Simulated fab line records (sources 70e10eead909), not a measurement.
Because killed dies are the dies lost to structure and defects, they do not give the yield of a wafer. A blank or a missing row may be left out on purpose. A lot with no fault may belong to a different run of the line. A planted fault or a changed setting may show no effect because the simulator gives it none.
Which tool did it? -- flow nand_harc -- 72 wafers sampled from 24 lots at 1 step of a route of 1159

## WHAT THE GAUGES SHOWED, per wafer
NHARC_P_GATE_INSPECT_28.
lot,measured,on,raw_defect_count
L074,day 4 23:51,defect_inspect-02,4 5 3
L075,day 5 00:11,defect_inspect-01,7 10 4
L076,day 5 06:44,defect_inspect-01,4 5 5
L078,day 5 14:11,defect_inspect-01,6 5 8
L077,day 5 14:25,defect_inspect-01,6 7 7
L079,day 5 22:31,defect_inspect-01,10 4 10
L080,day 6 04:35,defect_inspect-01,2 9 9
L082,day 6 12:53,defect_inspect-02,7 9 5
L081,day 6 13:29,defect_inspect-02,11 6 4
L083,day 6 20:26,defect_inspect-02,7 4 4
L084,day 7 02:36,defect_inspect-02,3 7 4
L087,day 7 19:45,defect_inspect-02,6 4 8
L088,day 7 20:26,defect_inspect-01,6 14 3
L086,day 7 21:04,defect_inspect-01,6 5 10
L085,day 7 21:28,defect_inspect-02,6 4 11
L089,day 8 09:29,defect_inspect-02,8 10 12
L090,day 8 17:54,defect_inspect-01,3 3 5
L091,day 8 18:03,defect_inspect-02,3 5 3
L093,day 9 11:44,defect_inspect-02,13 4 4
L092,day 9 12:44,defect_inspect-01,6 15 16
L094,day 9 13:01,defect_inspect-01,2 5 2
L095,day 10 01:59,defect_inspect-01,5 9 4
L096,day 10 02:10,defect_inspect-01,4 8 10
L097,day 10 08:50,defect_inspect-01,1 11 9

## TOOL THAT RAN EACH LOT (tool first, then ch and the chambers of the sampled wafers, then the start)
No process step before these readings appears in the record.

## AS READ BY THE TOOLS THEMSELVES (means over the sampled wafers that have a number; for cases with no such wafer, the mark the record gives instead)
The record holds no such reading with a usual standard deviation.

## THE ANSWER, worked out from the rows above alone
Rule: usual is defined by the lots themselves. The widest of any qualifying gaps counts: lots, ordered by their means at a reading, are off when they make up no more than a third of the lots, leave a main group of 4 or more, and stand apart from it by 3 or more times the standard deviation of that group's means. Not used: any main group whose means are identical at the precision the tables above print for the reading. A lot without any number at a reading at which 4 lots or more have one is off too. All remaining lots with rows at the step are treated as sound. First the gauges in route order, then the tools' own readings, where a lot's mean is used as printed above. At the first step where some lot is off, the reading lying furthest off is the one used; lots without a number count as furthest.
No lot is off at any reading shown: from this, nothing can be told.

## WHAT THE SIMULATOR HAD INSERTED
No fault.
